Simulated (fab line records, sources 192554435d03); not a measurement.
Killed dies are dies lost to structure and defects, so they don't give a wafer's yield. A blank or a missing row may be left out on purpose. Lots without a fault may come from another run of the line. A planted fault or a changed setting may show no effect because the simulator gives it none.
Chamber matching | flow n5_finfet | N5_BEOL_M9_STRIP_67 on rie_diel-01: 4 sister chambers
The step strips in CF4. 22 wafers are shown with their chamber, then 11 later ones without.

WAFERS WITH THEIR CHAMBER
wafer  | chamber | drypump_motor_current_A (A) | throttle_valve_pct (%) | showerhead_plenum_p_Torr (Torr)
L076.1 | 1       | 5.48                        | 13.03                  | 1.83
L076.2 | 0       | 5.41                        | 13.66                  | 1.72
L076.4 | 3       | 5.16                        | 13.66                  | 1.80
L082.1 | 3       | 5.20                        | 13.72                  | 1.80
L082.2 | 2       | 5.71                        | 13.58                  | 1.84
L082.6 | 1       | 5.45                        | 13.09                  | 1.82
L083.2 | 0       | 5.41                        | 13.69                  | 1.72
L083.4 | 1       | 5.49                        | 13.08                  | 1.83
L083.6 | 2       | 5.75                        | 13.56                  | 1.84
L084.1 | 0       | 5.43                        | 13.69                  | 1.72
L084.2 | 1       | 5.46                        | 13.07                  | 1.83
L084.6 | 1       | 5.45                        | 13.08                  | 1.83
L085.1 | 2       | 5.75                        | 13.57                  | 1.84
L085.5 | 1       | 5.49                        | 13.09                  | 1.82
L085.6 | 2       | 5.73                        | 13.61                  | 1.84
L088.1 | 3       | 5.16                        | 13.76                  | 1.79
L088.4 | 0       | 5.42                        | 13.74                  | 1.71
L088.5 | 3       | 5.16                        | 13.73                  | 1.80
L090.3 | 2       | 5.80                        | 13.59                  | 1.83
L090.5 | 0       | 5.40                        | 13.73                  | 1.71
L090.6 | 2       | 5.78                        | 13.61                  | 1.83
L092.2 | 3       | 5.16                        | 13.74                  | 1.79

SIGNATURES (means of the wafers above)
reading                  | chamber 0 | chamber 1 | chamber 2 | chamber 3 | scatter within a chamber
drypump_motor_current_A  | 5.4140    | 5.4700    | 5.7533    | 5.1680    | 0.0223
throttle_valve_pct       | 13.7020   | 13.0733   | 13.5867   | 13.7220   | 0.0285
showerhead_plenum_p_Torr | 1.7160    | 1.8267    | 1.8367    | 1.7960    | 0.00531
Rule: a wafer's distance from a chamber is the root of the sum, over the readings, of the square of ((its reading less the chamber's mean) divided by the reading's scatter). The wafer belongs to the nearest chamber; if the next one is less than 2 further off, it can't be placed. The scatter: the root of (the sum of the squares of (reading less its chamber's mean) over the shown wafers, divided by (wafers less chambers)).

WAFERS WITHOUT THEIR CHAMBER
wafer  | drypump_motor_current_A (A) | throttle_valve_pct (%) | showerhead_plenum_p_Torr (Torr)
L092.4 | 5.16                        | 13.75                  | 1.79
L092.6 | 5.75                        | 13.62                  | 1.83
L093.1 | 5.79                        | 13.63                  | 1.83
L093.4 | 5.47                        | 13.11                  | 1.82
L093.6 | 5.14                        | 13.77                  | 1.79
L094.1 | 5.15                        | 13.77                  | 1.79
L094.2 | 5.40                        | 13.77                  | 1.71
L094.6 | 5.77                        | 13.63                  | 1.83
L097.1 | 5.47                        | 13.12                  | 1.82
L097.2 | 5.42                        | 13.76                  | 1.71
L097.3 | 5.74                        | 13.63                  | 1.83

WHICH CHAMBER EACH WENT THROUGH
wafer  | from the rows above | in truth
L092.4 | 3                   | 3
L092.6 | 2                   | 2
L093.1 | 2                   | 2
L093.4 | 1                   | 1
L093.6 | 3                   | 3
L094.1 | 3                   | 3
L094.2 | 0                   | 0
L094.6 | 2                   | 2
L097.1 | 1                   | 1
L097.2 | 0                   | 0
L097.3 | 2                   | 2
Placed correctly: 11 of 11. Can't be placed from these rows: 0. Placed wrongly: 0.
